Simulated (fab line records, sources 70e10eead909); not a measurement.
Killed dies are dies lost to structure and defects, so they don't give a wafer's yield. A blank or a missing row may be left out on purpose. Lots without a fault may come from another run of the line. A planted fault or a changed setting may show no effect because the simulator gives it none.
Chamber matching | flow nand_harc | NHARC_A_STAIRCASE_STRIP_476 on rie_diel-03: 4 sister chambers
The step strips in O2, time 20 s. 4 wafers are shown with their chamber, then 8 later ones without.

WAFERS WITH THEIR CHAMBER
wafer  | chamber | showerhead_plenum_p_Torr (Torr)
L079.1 | 1       | 3.59
L081.3 | 0       | 3.39
L081.5 | 2       | 3.59
L085.2 | 3       | 3.40

WAFERS WITHOUT THEIR CHAMBER
wafer  | showerhead_plenum_p_Torr (Torr)
L085.3 | 3.40
L085.6 | 3.40
L086.1 | 3.38
L086.4 | 3.58
L086.6 | 3.58
L090.3 | 3.37
L090.4 | 3.57
L090.5 | 3.57

WHICH CHAMBER EACH WENT THROUGH
wafer  | from the rows above     | in truth
L085.3 | can't be placed: 3 or 0 | 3
L085.6 | can't be placed: 3 or 0 | 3
L086.1 | can't be placed: 0 or 3 | 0
L086.4 | can't be placed: 1 or 2 | 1
L086.6 | can't be placed: 1 or 2 | 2
L090.3 | can't be placed: 0 or 3 | 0
L090.4 | can't be placed: 1 or 2 | 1
L090.5 | can't be placed: 1 or 2 | 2
Placed correctly: 0 of 8. Can't be placed from these rows: 8 (the true chamber is among the candidates in 8). Placed wrongly: 0.
How it was worked out, from the rows above alone: a wafer's distance from a chamber is the root of the sum, over the readings, of the square of ((its reading less the chamber's mean) divided by the reading's scatter). The wafer belongs to the nearest chamber; if the next one is less than 2 further off, it can't be placed. A chamber's mean is the mean of its shown wafers. The scatter: with one shown wafer a chamber, the root of the mean of the squares of how far each hidden wafer lies from its nearest shown one.
